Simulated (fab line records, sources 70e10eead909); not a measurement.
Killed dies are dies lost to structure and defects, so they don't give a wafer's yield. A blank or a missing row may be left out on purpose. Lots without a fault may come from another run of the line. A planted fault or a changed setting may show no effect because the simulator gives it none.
Which tool did it? | flow nand_harc | 11 lots, 33 wafers sampled, at 1 step of a route of 1159

WHAT THE GAUGES READ, wafer by wafer
NHARC_A_BONDPAD_INSPECT_23.
lot  | measured     | on                | raw_defect_count
L887 | day 18 05:36 | defect_inspect-02 | 577 442 354
L886 | day 18 05:59 | defect_inspect-01 | 466 490 458
L885 | day 18 08:42 | defect_inspect-02 | 403 505 310
L891 | day 18 22:39 | defect_inspect-02 | 434 459 473
L888 | day 19 02:53 | defect_inspect-02 | 307 275 284
L896 | day 21 04:12 | defect_inspect-01 | 420 351 500
L897 | day 21 04:35 | defect_inspect-01 | 663 812 798
L904 | day 22 07:56 | defect_inspect-02 | 647 619 598
L903 | day 22 23:18 | defect_inspect-02 | 339 496 552
L905 | day 22 23:35 | defect_inspect-01 | 855 418 472
L906 | day 23 01:59 | defect_inspect-02 | 374 393 421

WHICH TOOL RAN EACH LOT (tool, then ch and the chambers of the sampled wafers, then the start)
The record holds no process step before these readings.

THE ANSWER, worked out from the rows above alone
Rule: what is usual is taken from the lots themselves. Put in order of their means at a reading, lots are off if they are a third of the lots or fewer, leave a main group of 4 or more, and stand apart from it by a gap of 3 or more times the standard deviation of the main group's means; of several such gaps the widest counts. A main group whose means are all the same, to the digits that the tables above print for the reading, isn't used. A lot without any number at a reading at which 4 lots or more have one is off too. The other lots that the step has rows for count as sound.
No lot is off at any reading shown: from this, nothing can be told.

WHAT THE SIMULATOR HAD PUT IN
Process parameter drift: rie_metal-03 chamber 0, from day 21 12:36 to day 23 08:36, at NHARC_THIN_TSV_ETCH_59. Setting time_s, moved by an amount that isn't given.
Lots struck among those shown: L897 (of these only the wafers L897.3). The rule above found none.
